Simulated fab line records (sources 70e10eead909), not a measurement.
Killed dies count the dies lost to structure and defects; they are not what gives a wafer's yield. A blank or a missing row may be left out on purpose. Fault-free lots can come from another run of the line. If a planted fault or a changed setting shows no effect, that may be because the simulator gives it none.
fab line records | flow nand_harc
[record] lots = 24 wafers = 72 last_day = 26
route steps=1159 shown A_STAIRCASE@532
lots that met no fault: from a run of the same line without faults
start_h: the number of hours between the record's first day and the start of the first shown wafer of the lot | wait_h: how many hours have passed since the lot's step before this one | " as in the row above | L1.1+2: several wafers, shown together as one row | - no value, or no start given | * or withheld: withheld | < > ~ a bound
route shown NAME@n: names a module that has steps shown in the file, with the first one's number in the route | usual: mean/standard deviation of fault-free wafers | same: alike in all rows | chamber/n: place in a boat | sites: each site's reading | _std_site: how widely they spread, as a standard deviation | _edge_site: inner sites' mean taken away from outer sites' mean | radius_mm: for every site, how far away it sits from the centre of the wafer | mask NAME#n: copy n | behind: the most recent tool/chamber to have shaped the wafer | hold: why the lot went on hold/how many hours it stayed there/how the hold came to an end | device: names the non-switching transistor (n, p or np) | end of line: tests run on the same wafers once the route is complete | a step given without rows: its recipe and nothing more | killed: at the first sort, the dies lost to defects and structure; wafer yield is something else | map: per-die view of a wafer (x killed, . not killed, _ where there is no die)
set.NAME: the setting that was run; set.NAME@STEP: the one run at that earlier step | model.NAME: the simulator's own value behind a step, which no gauge read
a sample of lots followed through the steps of the route, with each step as a table and each wafer as a row
services: a tool's chamber out of use, with start hour (start_h, from the record's first day; less than 0 if before it), hours out, and reason
[[steps]]
[step NHARC_A_STAIRCASE_ETCH_170]
[recipe] target_depth_a = 2000 time_s = 66.667 ion_energy_ev = 250 c4f6_flow_sccm = 25 o2_flow_sccm = 20 ar_flow_sccm = 500 rf_w = 600 bias_w = 500 chemistry = C4F6/O2
[usual] drypump_motor_current_A = 5.6/0.53 oes_product_au = 0.965/0.016 rf_vpp_V = 547/3.9 showerhead_plenum_p_Torr = 3.92/0.18 throttle_valve_pct = 26.904/0.01
// columns lot.wafer tool chamber start_h wait_h drypump_motor_current_A oes_product_au rf_hours_counter_h rf_vpp_V showerhead_plenum_p_Torr throttle_valve_pct
L074.4 rie_diel-12 2 - - 5.2 0.967 10 541 3.69 26.885
L074.3 " 0 " " 6.4 0.965 11 544 3.80 26.899
L074.5 " 2 " " 5.2 0.975 - 542 3.69 26.909
L076.2 rie_diel-12 1 - - 6.0 0.983 11 551 4.11 26.922
L076.1 " 2 " " 5.2 1.005 12 542 3.69 26.895
L076.5 " 0 " " 6.4 0.968 - 545 3.80 26.928
L075.1 rie_diel-11 1 - - 6.4 0.986 18 547 3.85 26.905
L075.3 " 2 " " 6.0 0.984 19 547 3.89 26.902
L075.6 " 3 " " 4.9 0.965 - 543 3.75 26.895
L078.2 rie_diel-08 2 - - 4.9 0.927 49 551 4.12 26.913
L078.5 " 2 " " 4.9 0.941 - 552 4.12 26.902
L078.6 " 3 " " 5.1 0.939 - 544 3.80 26.897
L077.3 rie_diel-08 0 - - 5.7 0.947 46 540 3.64 26.900
L077.1 " 1 " " 5.4 0.933 49 549 4.04 26.903
L077.5 " 0 " " 5.7 0.936 - 542 3.64 26.902
L079.2 rie_diel-08 3 - - 5.1 0.976 49 544 3.80 26.903
L079.1 " 0 " " 5.7 0.982 48 540 3.64 26.899
L079.6 " 0 " " 5.7 0.990 - 540 3.64 26.907
L080.4 rie_diel-08 2 - - 4.9 0.972 55 551 4.12 26.891
L080.1 " 0 " " 5.7 0.965 52 541 3.64 26.911
L080.5 " 3 " " 5.1 0.966 - 545 3.79 26.912
L081.4 rie_diel-08 1 - - 5.4 0.967 56 549 4.03 26.924
L081.3 " 2 " " 4.8 0.973 55 551 4.12 26.907
L081.2 " 0 " " 5.8 0.980 53 540 3.64 26.896
L082.3 rie_diel-08 0 - - 5.7 0.965 56 541 3.64 26.909
L082.2 " 1 " " 5.4 0.957 60 549 4.03 26.893
L082.6 " 0 " " 5.8 0.963 - 540 3.64 26.912
L083.2 rie_diel-12 2 - - 5.2 0.982 20 543 3.68 26.901
L083.4 " 0 " " 6.4 0.967 29 544 3.79 26.900
L083.5 " 2 " " 5.1 0.976 - 541 3.68 26.906
L084.2 rie_diel-12 2 - - 5.2 0.951 30 541 3.68 26.915
L084.4 " 0 " " 6.4 0.948 - 544 3.78 26.894
L084.6 " 2 " " 5.2 0.950 - 542 3.68 26.891
L085.4 rie_diel-08 0 - - 5.7 0.972 4 553 4.22 26.918
L085.3 " 1 " " 5.4 0.962 1 548 4.03 26.902
L085.5 " 2 " " 4.9 0.980 - 551 4.11 26.928
L088.1 rie_diel-12 0 - - 6.4 0.969 43 543 3.78 26.906
L088.3 " 1 " " 6.0 0.948 37 549 4.10 26.895
L088.6 " 3 " " 6.2 0.955 - 551 4.07 26.894
L091.3 rie_diel-11 1 - - 6.4 0.956 44 546 3.84 26.902
L091.4 " 2 " " 6.1 0.954 45 546 3.87 26.908
L091.2 " 3 " " 4.8 0.969 49 543 3.73 26.892
L087.2 rie_diel-08 1 - - 5.4 0.980 5 550 4.02 26.922
L087.3 " 2 " " 4.9 0.966 9 552 4.10 26.918
L087.5 " 0 " " 5.7 0.976 - 554 4.22 26.905
L089.3 rie_diel-12 3 - - 6.1 0.943 48 552 4.07 26.885
L089.4 " 1 " " 6.0 0.939 41 550 4.09 26.907
L089.2 " 2 " " 5.1 0.917 37 543 3.67 26.901
L092.2 rie_diel-08 0 - - 5.7 0.968 12 553 4.22 26.902
L092.4 " 3 " " 5.1 0.972 11 544 3.78 26.902
L092.5 " 1 " " 5.4 0.980 - 548 4.02 26.906
L086.2 rie_diel-12 0 - - 6.4 0.971 50 543 3.78 26.900
L086.1 " 1 " " 6.0 0.953 44 551 4.09 26.906
L086.6 " 3 " " 6.1 0.948 - 550 4.06 26.914
L090.1 rie_diel-12 2 - - 5.2 0.964 40 542 3.67 26.899
L090.2 " 3 " " 6.1 0.958 51 550 4.07 26.899
L090.5 " 3 " " 6.1 0.956 - 550 4.06 26.896
L094.2 rie_diel-08 2 - - 4.8 0.980 16 552 4.10 26.903
L094.3 " 0 " " 5.7 0.962 16 553 4.22 26.911
L094.1 " 1 " " 5.4 0.977 12 548 4.02 26.931
L093.3 rie_diel-12 1 - - 6.0 0.971 49 552 4.09 26.890
L093.4 " 2 " " 5.2 0.959 45 542 3.67 26.910
L093.6 " 3 " " 6.1 0.940 - 548 4.06 26.901
L095.1 rie_diel-08 2 - - 4.9 0.977 19 551 4.10 26.903
L095.4 " 0 " " 5.7 0.966 19 553 4.21 26.915
L095.5 " 1 " " 5.4 0.967 - 547 4.02 26.916
L096.4 rie_diel-08 0 - - 5.7 0.978 23 553 4.21 26.907
L096.2 " 2 " " 4.8 0.984 22 550 4.10 26.901
L096.1 " 3 " " 5.1 0.993 22 543 3.77 26.920
L097.3 rie_diel-11 1 - - 6.5 0.981 5 544 3.83 26.892
L097.2 " 3 " " 4.8 0.969 4 543 3.72 26.903
L097.5 " 0 " " 5.9 0.975 - 542 3.68 26.897
[step NHARC_A_STAIRCASE_TRIM_14]
[recipe] time_s = 211.2 o2_flow_sccm = 500 ar_flow_sccm = 0 bias_w = 0 chemistry = O2
[usual] drypump_motor_current_A = 5.7/0.55 oes_product_au = 0.997/0.0085 rf_vpp_V = 57.7/0.95 showerhead_plenum_p_Torr = 3.52/0.17 throttle_valve_pct = 17.037/0.0089
// columns lot.wafer tool chamber start_h wait_h drypump_motor_current_A oes_product_au rf_hours_counter_h rf_vpp_V showerhead_plenum_p_Torr throttle_valve_pct
L074.3 rie_diel-12 1 - - 6.0 1.002 9 58.8 3.70 17.027
L074.4 " 3 " " 6.2 0.997 12 58.0 3.68 17.031
L074.5 " 1 " " 6.0 1.001 - 58.8 3.70 17.042
L076.1 rie_diel-08 1 - - 5.4 1.011 46 58.5 3.63 17.029
L076.2 " 2 " " 4.8 0.992 46 57.7 3.71 17.041
L076.5 " 2 " " 4.9 1.000 - 58.5 3.71 17.014
L075.1 rie_diel-12 3 - - 6.1 0.990 16 57.8 3.68 17.033
L075.3 " 2 " " 5.2 1.004 14 57.9 3.31 17.038
L075.6 " 0 " " 6.4 0.990 - 56.8 3.41 17.029
L078.2 rie_diel-08 3 - - 5.1 1.001 47 57.5 3.41 17.037
L078.6 " 2 " " 4.9 0.994 - 58.4 3.71 17.030
L078.5 " 3 " " 5.1 0.988 - 56.0 3.41 17.033
L077.1 rie_diel-12 1 - - 6.0 1.000 16 57.3 3.70 17.037
L077.3 " 0 " " 6.4 0.998 18 58.0 3.41 17.053
L077.5 " 0 " " 6.4 0.993 - 56.0 3.41 17.036
L079.1 rie_diel-12 1 - - 6.0 0.993 19 57.3 3.70 17.036
L079.2 " 0 " " 6.4 1.001 21 57.4 3.41 17.040
L079.6 " 3 " " 6.1 1.000 - 57.9 3.68 17.042
L080.1 rie_diel-08 3 - - 5.1 0.996 55 57.7 3.41 17.028
L080.4 " 0 " " 5.7 1.009 56 58.1 3.27 17.032
L080.5 " 0 " " 5.7 1.009 - 58.1 3.27 17.031
L081.2 rie_diel-11 0 - - 5.9 0.993 31 57.5 3.32 17.032
L081.4 " 1 " " 6.4 0.993 30 56.8 3.46 17.032
L081.3 " 2 " " 6.0 1.005 32 57.3 3.49 17.032
L082.3 rie_diel-12 0 - - 6.4 0.985 29 58.2 3.40 17.024
L082.2 " 2 " " 5.2 0.986 20 56.4 3.31 17.029
L082.6 " 0 " " 6.4 0.988 - 59.2 3.41 17.038
L083.2 rie_diel-11 3 - - 4.8 0.997 35 55.6 3.36 17.050
L083.4 " 2 " " 6.1 0.991 33 55.8 3.49 17.041
L083.5 " 3 " " 4.8 0.992 - 58.2 3.36 17.035
L084.2 rie_diel-11 1 - - 6.4 0.998 42 58.8 3.45 17.037
L084.4 " 2 " " 6.0 0.993 43 57.8 3.48 17.031
L084.6 " 3 " " 4.8 0.985 - 56.7 3.35 17.026
L085.3 rie_diel-08 0 - - 5.7 0.998 4 56.7 3.81 17.038
L085.4 " 1 " " 5.4 0.996 1 56.9 3.62 17.022
L085.5 " 3 " " 5.1 0.989 - 56.2 3.40 17.045
L088.3 rie_diel-12 3 - - 6.1 0.990 44 58.0 3.66 17.026
L088.1 " 1 " " 6.0 0.992 38 57.5 3.69 17.051
L088.6 " 3 " " 6.1 0.991 - 57.6 3.66 17.055
L091.2 rie_diel-08 3 - - 5.1 0.995 7 57.7 3.40 17.039
L091.4 " 0 " " 5.8 1.001 7 58.9 3.80 17.043
L091.3 " 2 " " 4.9 1.012 8 58.0 3.70 17.055
L087.2 rie_diel-08 1 - - 5.4 1.018 6 57.3 3.62 17.031
L087.3 " 3 " " 5.1 1.009 9 58.3 3.40 17.051
L087.5 " 1 " " 5.4 1.016 - 56.4 3.62 17.047
L089.2 rie_diel-08 2 - - 4.9 1.007 11 56.2 3.69 17.024
L089.4 " 3 " " 5.1 0.992 11 57.0 3.40 17.052
L089.3 " 1 " " 5.4 0.991 8 58.4 3.62 17.037
L092.2 rie_diel-12 1 - - 6.0 0.994 43 58.4 3.68 17.041
L092.4 " 2 " " 5.2 0.992 39 57.0 3.30 17.042
L092.5 " 0 " " 6.4 0.994 - 57.0 3.39 17.031
L086.2 rie_diel-12 1 - - 6.0 0.996 45 56.4 3.68 17.046
L086.1 " 3 " " 6.1 0.996 52 58.3 3.66 17.035
L086.6 " 0 " " 6.4 0.999 - 58.3 3.39 17.040
L090.1 rie_diel-08 2 - - 4.9 1.001 14 57.8 3.69 17.044
L090.2 " 0 " " 5.7 0.988 13 58.5 3.80 17.030
L090.5 " 1 " " 5.4 1.007 - 58.4 3.62 17.046
L094.3 rie_diel-12 2 - - 5.2 0.989 44 58.4 3.29 17.036
L094.1 " 0 " " 6.4 0.981 54 57.0 3.39 17.029
L094.2 " 1 " " 6.0 0.997 47 58.3 3.68 17.040
L093.3 rie_diel-12 1 - - 6.0 1.005 50 58.4 3.68 17.045
L093.4 " 3 " " 6.2 0.998 57 57.3 3.66 17.040
L093.6 " 1 " " 6.0 1.006 - 56.1 3.68 17.041
L095.1 rie_diel-12 1 - - 6.0 0.993 50 57.5 3.68 17.035
L095.4 " 3 " " 6.1 0.976 57 59.3 3.66 17.027
L095.5 " 1 " " 6.0 0.995 - 58.7 3.68 17.032
L096.2 rie_diel-11 1 - - 6.4 1.002 2 58.1 3.44 17.043
L096.4 " 2 " " 6.0 0.989 2 57.6 3.48 17.054
L096.1 " 3 " " 4.8 0.995 2 56.6 3.34 17.029
L097.2 rie_diel-12 0 - - 6.4 0.984 0 57.8 3.39 17.042
L097.3 " 3 " " 6.1 0.998 0 59.0 3.65 17.029
L097.5 " 0 " " 6.4 0.987 - 57.5 3.39 17.041
[step NHARC_A_STAIRCASE_TRIM_22]
[recipe] time_s = 211.2 o2_flow_sccm = 500 ar_flow_sccm = 0 bias_w = 0 chemistry = O2
[usual] drypump_motor_current_A = 5.8/0.54 oes_product_au = 0.997/0.0073 rf_vpp_V = 57.8/0.79 showerhead_plenum_p_Torr = 3.50/0.16 throttle_valve_pct = 17.037/0.0093
// columns lot.wafer tool chamber start_h wait_h drypump_motor_current_A oes_product_au rf_hours_counter_h rf_vpp_V showerhead_plenum_p_Torr throttle_valve_pct
L074.4 rie_diel-12 0 - - 6.4 1.001 12 56.3 3.41 17.041
L074.3 " 1 " " 6.0 1.002 10 58.9 3.70 17.045
L074.5 " 3 " " 6.1 0.997 - 58.5 3.68 17.026
L076.1 rie_diel-12 1 - - 6.0 1.002 12 57.9 3.70 17.040
L076.2 " 0 " " 6.4 0.995 14 58.1 3.41 17.034
L076.5 " 1 " " 6.0 0.998 - 56.9 3.70 17.030
L075.3 rie_diel-12 1 - - 6.0 1.007 13 58.1 3.70 17.042
L075.1 " 2 " " 5.2 1.000 14 58.5 3.31 17.035
L075.6 " 3 " " 6.1 1.006 - 57.4 3.68 17.051
L078.2 rie_diel-11 1 - - 6.4 0.994 22 58.1 3.46 17.046
L078.6 " 3 " " 4.8 0.992 - 56.5 3.36 17.041
L078.5 " 0 " " 6.0 0.988 - 57.4 3.32 17.015
L077.3 rie_diel-12 0 - - 6.4 0.994 19 57.6 3.41 17.027
L077.1 " 1 " " 6.0 1.005 17 57.7 3.70 17.041
L077.5 " 1 " " 6.0 1.009 - 58.1 3.70 17.046
L079.1 rie_diel-12 1 - - 6.0 0.996 19 59.1 3.70 17.034
L079.2 " 0 " " 6.4 0.995 21 56.0 3.41 17.026
L079.6 " 3 " " 6.1 0.992 - 58.4 3.67 17.035
L080.4 rie_diel-12 1 - - 6.0 0.994 27 58.9 3.69 17.051
L080.1 " 3 " " 6.1 0.992 29 58.7 3.67 17.048
L080.5 " 1 " " 6.0 0.978 - 57.5 3.69 17.032
L081.3 rie_diel-11 3 - - 4.8 0.993 34 57.7 3.36 17.045
L081.4 " 1 " " 6.4 1.002 30 58.2 3.46 17.029
L081.2 " 2 " " 6.0 1.001 32 58.3 3.49 17.034
L082.3 rie_diel-11 0 - - 5.9 1.003 33 57.9 3.32 17.048
L082.2 " 1 " " 6.4 0.993 31 57.0 3.46 17.032
L082.6 " 1 " " 6.4 1.006 - 58.7 3.46 17.020
L083.2 rie_diel-11 1 - - 6.4 0.999 31 58.8 3.46 17.037
L083.4 " 3 " " 4.8 0.995 36 57.9 3.36 17.025
L083.5 " 1 " " 6.5 0.997 - 57.2 3.46 17.048
L084.2 rie_diel-11 3 - - 4.8 0.999 47 58.2 3.35 17.041
L084.4 " 1 " " 6.4 1.007 42 58.7 3.45 17.041
L084.6 " 3 " " 4.8 0.995 - 57.5 3.35 17.050
L085.4 rie_diel-08 1 - - 5.4 1.005 1 57.2 3.62 17.036
L085.3 " 3 " " 5.1 0.991 5 58.8 3.40 17.045
L085.5 " 1 " " 5.4 0.993 - 57.8 3.62 17.045
L088.1 rie_diel-11 1 - - 6.4 0.996 43 56.5 3.45 17.038
L088.3 " 0 " " 5.9 0.980 46 58.4 3.31 17.044
L088.6 " 1 " " 6.4 0.993 - 59.1 3.45 17.037
L091.4 rie_diel-08 2 - - 4.9 0.998 9 59.3 3.70 17.033
L091.2 " 0 " " 5.8 0.982 8 57.5 3.80 17.027
L091.3 " 1 " " 5.4 1.007 5 58.4 3.62 17.034
L087.2 rie_diel-08 0 - - 5.7 0.989 10 57.4 3.80 17.033
L087.3 " 1 " " 5.4 1.000 7 57.0 3.62 17.041
L087.5 " 1 " " 5.4 0.993 - 57.1 3.62 17.041
L089.3 rie_diel-11 2 - - 6.0 0.995 48 57.3 3.48 17.030
L089.2 " 0 " " 5.9 0.984 49 57.2 3.31 17.039
L089.4 " 1 " " 6.4 0.986 - 56.5 3.45 17.046
L092.2 rie_diel-12 0 - - 6.4 0.990 50 57.2 3.39 17.032
L092.4 " 2 " " 5.1 0.998 40 56.5 3.30 17.054
L092.5 " 3 " " 6.1 0.992 - 58.2 3.66 17.043
L086.1 rie_diel-12 3 - - 6.1 1.004 53 58.5 3.66 17.030
L086.2 " 0 " " 6.4 1.002 52 55.7 3.39 17.045
L086.6 " 3 " " 6.1 1.001 - 58.5 3.66 17.051
L090.1 rie_diel-08 2 - - 4.9 1.003 15 57.8 3.69 17.029
L090.2 " 3 " " 5.1 1.004 16 57.9 3.39 17.024
L090.5 " 2 " " 4.8 0.992 - 58.1 3.69 17.033
L094.2 rie_diel-08 1 - - 5.4 1.001 15 58.3 3.61 17.038
L094.3 " 3 " " 5.1 0.999 17 58.4 3.39 17.046
L094.1 " 0 " " 5.7 0.986 19 58.6 3.80 17.053
L093.4 rie_diel-12 1 - - 6.0 1.004 51 58.1 3.68 17.025
L093.3 " 3 " " 6.1 0.992 58 57.8 3.66 17.023
L093.6 " 1 " " 6.0 1.005 - 57.3 3.68 17.019
L095.1 rie_diel-11 2 - - 6.0 0.993 0 56.5 3.48 17.050
L095.4 " 3 " " 4.9 0.991 0 58.0 3.35 17.041
L095.5 " 1 " " 6.4 0.992 - 56.8 3.44 17.040
L096.1 rie_diel-11 0 - - 5.9 1.000 3 58.4 3.30 17.035
L096.4 " 1 " " 6.4 0.997 3 56.5 3.44 17.030
L096.2 " 3 " " 4.8 0.997 3 57.0 3.34 17.034
L097.3 rie_diel-11 2 - - 6.0 0.983 7 58.6 3.47 17.040
L097.2 " 0 " " 6.0 0.998 7 57.2 3.30 17.014
L097.5 " 2 " " 6.0 0.988 - 57.5 3.47 17.053
[step NHARC_A_STAIRCASE_ETCH_23]
[recipe] target_depth_a = 1000 time_s = 40.5 ion_energy_ev = 400 c4f8_flow_sccm = 20 o2_flow_sccm = 10 ar_flow_sccm = withheld rf_w = 600 bias_w = 1000 chemistry = C4F8/O2
[usual] oes_product_au = 0.942/0.0096 rf_vpp_V = 895/5.7
// columns lot.wafer tool chamber start_h wait_h oes_product_au rf_hours_counter_h rf_vpp_V
L074.3 rie_diel-12 3 - - 0.943 13 901
L074.4 " 0 " " 0.938 12 892
L074.5 " 3 " " 0.954 - 902
L076.1 rie_diel-12 1 - - 0.955 12 902
L076.2 " 2 " " 0.951 13 888
L076.5 " 3 " " 0.958 - 901
L075.1 rie_diel-12 3 - - 0.944 16 901
L075.3 " 2 " " 0.951 14 890
L075.6 " 0 " " 0.934 - 891
L078.2 rie_diel-11 2 - - 0.941 23 894
L078.6 " 2 " " 0.954 - 894
L078.5 " 3 " " 0.939 - 890
L077.3 rie_diel-12 1 - - 0.935 17 902
L077.1 " 3 " " 0.934 20 902
L077.5 " 1 " " 0.934 - 903
L079.1 rie_diel-12 3 - - 0.946 23 902
L079.2 " 0 " " 0.942 21 891
L079.6 " 1 " " 0.947 - 901
L080.4 rie_diel-12 2 - - 0.941 19 889
L080.1 " 3 " " 0.955 29 901
L080.5 " 2 " " 0.950 - 889
L081.4 rie_diel-11 1 - - 0.950 30 893
L081.2 " 2 " " 0.967 32 894
L081.3 " 3 " " 0.930 35 889
L082.3 rie_diel-11 2 - - 0.947 33 893
L082.2 " 0 " " 0.943 33 888
L082.6 " 1 " " 0.933 - 893
L083.4 rie_diel-11 1 - - 0.935 31 894
L083.2 " 3 " " 0.928 36 889
L083.5 " 1 " " 0.937 - 894
L084.2 rie_diel-11 2 - - 0.933 44 894
L084.4 " 3 " " 0.948 48 888
L084.6 " 2 " " 0.930 - 894
L085.3 rie_diel-08 2 - - 0.947 5 903
L085.4 " 1 " " 0.948 1 900
L085.5 " 2 " " 0.948 - 903
L088.1 rie_diel-11 3 - - 0.964 48 888
L088.3 " 0 " " 0.957 46 889
L088.6 " 3 " " 0.959 - 890
L091.4 rie_diel-08 0 - - 0.940 8 907
L091.3 " 1 " " 0.939 5 897
L091.2 " 2 " " 0.945 9 903
L087.2 rie_diel-08 1 - - 0.943 7 898
L087.3 " 0 " " 0.934 10 906
L087.5 " 2 " " 0.945 - 903
L089.2 rie_diel-11 1 - - 0.952 47 892
L089.3 " 0 " " 0.937 49 889
L089.4 " 1 " " 0.940 - 893
L092.4 rie_diel-12 2 - - 0.954 40 887
L092.2 " 3 " " 0.937 52 900
L092.5 " 3 " " 0.939 - 900
L086.2 rie_diel-12 0 - - 0.926 52 891
L086.1 " 1 " " 0.934 46 902
L086.6 " 3 " " 0.924 - 901
L090.1 rie_diel-08 0 - - 0.947 16 906
L090.2 " 1 " " 0.952 12 899
L090.5 " 2 " " 0.939 - 901
L094.3 rie_diel-08 3 - - 0.925 18 891
L094.1 " 0 " " 0.922 19 905
L094.2 " 1 " " 0.931 15 899
L093.3 rie_diel-12 2 - - 0.932 47 888
L093.4 " 0 " " 0.939 57 891
L093.6 " 1 " " 0.923 - 902
L095.1 rie_diel-11 0 - - 0.930 0 887
L095.4 " 1 " " 0.935 0 894
L095.5 " 1 " " 0.929 - 893
L096.1 rie_diel-11 2 - - 0.942 3 894
L096.2 " 0 " " 0.945 3 888
L096.4 " 1 " " 0.941 3 892
L097.2 rie_diel-11 1 - - 0.938 7 893
L097.3 " 3 " " 0.956 6 888
L097.5 " 1 " " 0.950 - 892
[step NHARC_A_STAIRCASE_STRIP_175]
[recipe] power_w = 1500 temp_c = 250 chemistry = O2
[usual] drypump_motor_current_A = 5.9/0.45 heater_power_w = 339/53
// columns lot.wafer tool chamber start_h wait_h drypump_motor_current_A heater_power_w rf_hours_counter_h
L074.4 plasma_asher-02 1 244.01 0.2 6.7 274 -
L074.3 " 0 " " 5.6 304 -
L074.5 " 1 " " 6.6 279 -
L076.2 plasma_asher-02 0 252.78 0.1 5.6 303 22
L076.1 " 1 " " 6.7 276 22
L076.5 " 0 " " 5.6 305 -
L075.1 plasma_asher-02 1 256.39 0.1 6.6 278 23
L075.3 " 1 " " 6.7 276 -
L075.6 " 0 " " 5.6 299 -
L078.2 plasma_asher-01 1 265.61 0.5 5.9 428 59
L078.5 " 0 " " 5.5 347 -
L078.6 " 1 " " 5.9 410 -
L077.1 plasma_asher-02 0 265.94 0.6 5.5 313 27
L077.3 " 0 " " 5.6 305 -
L077.5 " 0 " " 5.6 316 -
L079.1 plasma_asher-01 0 272.09 0.1 5.5 350 62
L079.2 " 1 " " 5.9 411 62
L079.6 " 1 " " 6.0 405 -
L081.2 plasma_asher-01 1 290.57 0.2 6.0 410 5
L081.3 " 0 " " 5.5 347 -
L081.4 " 1 " " 6.0 411 -
L080.1 plasma_asher-02 1 290.77 0.4 6.7 275 29
L080.4 " 0 " " 5.6 301 -
L080.5 " 0 " " 5.6 301 -
L082.2 plasma_asher-01 1 294.09 0.1 5.9 404 7
L082.3 " 1 " " 5.9 414 -
L082.6 " 0 " " 5.5 348 -
L083.2 plasma_asher-02 1 294.40 0.1 6.6 273 31
L083.4 " 1 " " 6.7 276 -
L083.5 " 0 " " 5.6 304 -
L084.2 plasma_asher-01 0 338.68 0.1 5.5 361 18
L084.4 " 0 " " 5.5 350 -
L084.6 " 0 " " 5.5 346 -
L085.3 plasma_asher-01 1 339.14 0.3 6.0 408 -
L085.4 " 0 " " 5.5 342 -
L085.5 " 1 " " 5.9 406 -
L088.1 plasma_asher-02 0 344.87 0.1 5.5 310 42
L088.3 " 1 " " 6.7 279 -
L088.6 " 1 " " 6.7 277 -
L091.2 plasma_asher-01 0 348.71 0.1 5.5 355 22
L091.4 " 1 " " 5.9 417 -
L091.3 " 0 " " 5.5 345 -
L087.2 plasma_asher-01 0 353.98 0.1 5.5 341 25
L087.3 " 0 " " 5.5 359 -
L087.5 " 1 " " 5.9 412 -
L089.2 plasma_asher-02 0 357.48 0.1 5.6 305 47
L089.3 " 1 " " 6.7 271 -
L089.4 " 0 " " 5.6 305 -
L092.2 plasma_asher-01 0 364.66 0.9 5.5 353 31
L092.4 " 0 " " 5.5 357 -
L092.5 " 1 " " 5.9 406 -
L086.1 plasma_asher-01 1 367.59 0.1 5.9 404 34
L086.2 " 0 " " 5.5 350 34
L086.6 " 0 " " 5.5 346 -
L090.1 plasma_asher-01 1 369.77 0.8 6.0 409 36
L090.2 " 0 " " 5.5 348 36
L090.5 " 1 " " 5.9 409 -
L094.1 plasma_asher-02 1 374.31 0.1 6.6 268 2
L094.2 " 0 " " 5.6 295 2
L094.3 " 1 " " 6.6 271 -
L093.4 plasma_asher-02 1 378.12 0.2 6.6 264 -
L093.3 " 0 " " 5.5 295 -
L093.6 " 0 " " 5.5 300 -
L095.1 plasma_asher-02 0 378.92 0.1 5.6 297 3
L095.4 " 0 " " 5.5 292 -
L095.5 " 1 " " 6.6 269 -
L096.1 plasma_asher-01 1 384.95 0.1 5.9 412 41
L096.2 " 0 " " 5.5 342 41
L096.4 " 0 " " 5.5 355 -
L097.2 plasma_asher-01 0 392.10 0.1 5.5 347 43
L097.3 " 1 " " 5.9 413 -
L097.5 " 0 " " 5.5 355 -
[step NHARC_A_STAIRCASE_ETCH_188]
[recipe] target_depth_a = 1000 time_s = 40.5 ion_energy_ev = 400 c4f8_flow_sccm = 20 o2_flow_sccm = 10 ar_flow_sccm = withheld rf_w = 600 bias_w = 1000 chemistry = C4F8/O2
[usual] oes_product_au = 0.932/0.015 rf_vpp_V = 896/6.1
// columns lot.wafer tool chamber start_h wait_h oes_product_au rf_hours_counter_h rf_vpp_V
L074.4 rie_diel-12 3 - - 0.939 13 902
L074.3 " 0 " " 0.933 12 891
L074.5 " 1 " " 0.966 - 902
L076.1 rie_diel-11 3 - - 0.934 20 890
L076.2 " 1 " " 0.934 18 894
L076.5 " 2 " " 0.933 - 896
L075.1 rie_diel-08 1 - - 0.931 48 900
L075.3 " 0 " " 0.935 45 886
L075.6 " 2 " " 0.926 - 903
L078.2 rie_diel-12 0 - - 0.941 19 891
L078.5 " 3 " " 0.937 - 900
L078.6 " 0 " " 0.931 - 891
L077.3 rie_diel-11 3 - - 0.927 25 889
L077.1 " 0 " " 0.929 23 889
L077.5 " 3 " " 0.935 - 889
L079.1 rie_diel-08 3 - - 0.922 50 891
L079.2 " 0 " " 0.934 51 886
L079.6 " 1 " " 0.921 - 899
L081.3 rie_diel-08 1 - - 0.921 61 900
L081.4 " 2 " " 0.914 59 903
L081.2 " 3 " " 0.924 56 891
L080.4 rie_diel-12 1 - - 0.930 29 902
L080.1 " 3 " " 0.937 30 901
L080.5 " 2 " " 0.925 - 888
L082.3 rie_diel-11 3 - - 0.948 37 889
L082.2 " 2 " " 0.946 35 895
L082.6 " 3 " " 0.939 - 889
L083.4 rie_diel-08 0 - - 0.927 59 886
L083.2 " 2 " " 0.911 61 902
L083.5 " 3 " " 0.918 - 890
L084.4 rie_diel-08 2 - - 0.966 5 901
L084.2 " 1 " " 0.943 1 901
L084.6 " 3 " " 0.958 - 892
L085.4 rie_diel-11 1 - - 0.917 43 894
L085.3 " 0 " " 0.913 46 890
L085.5 " 2 " " 0.901 - 894
L088.1 rie_diel-11 1 - - 0.952 44 893
L088.3 " 3 " " 0.938 49 889
L088.6 " 0 " " 0.948 - 887
L091.4 rie_diel-11 0 - - 0.921 48 888
L091.2 " 2 " " 0.906 46 895
L091.3 " 3 " " 0.923 50 889
L087.3 rie_diel-12 3 - - 0.913 49 901
L087.2 " 0 " " 0.919 48 892
L087.5 " 3 " " 0.917 - 902
L089.3 rie_diel-11 0 - - 0.930 50 887
L089.4 " 1 " " 0.933 47 893
L089.2 " 3 " " 0.986 51 890
L092.2 rie_diel-11 2 - - 0.920 53 895
L092.4 " 0 " " 0.925 54 887
L092.5 " 1 " " 0.920 - 893
L086.1 rie_diel-08 0 - - 0.936 17 906
L086.2 " 1 " " 0.940 12 898
L086.6 " 1 " " 0.951 - 900
L090.2 rie_diel-08 1 - - 0.925 14 898
L090.1 " 2 " " 0.927 17 901
L090.5 " 1 " " 0.935 - 899
L094.2 rie_diel-08 2 - - 0.922 20 901
L094.3 " 0 " " 0.915 21 906
L094.1 " 1 " " 0.927 16 898
L093.4 rie_diel-08 3 - - 0.962 21 891
L093.3 " 1 " " 0.948 18 898
L093.6 " 3 " " 0.976 - 893
L095.4 rie_diel-11 1 - - 0.948 1 892
L095.1 " 3 " " 0.940 1 888
L095.5 " 1 " " 0.944 - 893
L096.2 rie_diel-08 2 - - 0.923 26 903
L096.1 " 1 " " 0.922 22 899
L096.4 " 2 " " 0.921 - 902
L097.3 rie_diel-08 0 - - 0.924 30 904
L097.2 " 1 " " 0.920 26 900
L097.5 " 1 " " 0.928 - 898
[[services]]
// columns tool chamber start_h hours kind
rie_diel-12 0 237.18 - clean
rie_diel-12 1 237.18 - clean
rie_diel-12 2 237.18 - clean
rie_diel-12 3 237.18 - clean
plasma_asher-01 - 247.79 0.9 repair
rie_diel-08 3 254.88 4.5 repair
rie_diel-12 2 260.83 21.4 repair
rie_diel-12 0 261.68 - clean
rie_diel-12 1 261.68 - clean
rie_diel-12 3 261.68 - clean
plasma_asher-01 - 265.15 0.4 repair
plasma_asher-02 - 268.17 20.3 repair
rie_diel-11 2 274.75 2.8 repair
plasma_asher-01 - 276.18 9.0 pm
rie_diel-12 0 286.89 - clean
rie_diel-12 1 286.89 - clean
rie_diel-12 2 286.89 - clean
rie_diel-12 3 286.89 - clean
rie_diel-08 - 303.12 9.0 pm
rie_diel-11 3 355.72 3.5 repair
plasma_asher-02 - 360.54 9.0 pm
rie_diel-11 - 368.08 9.0 pm
rie_diel-08 3 368.91 2.4 repair
rie_diel-12 - 380.27 9.0 pm
[[key]]
fault none
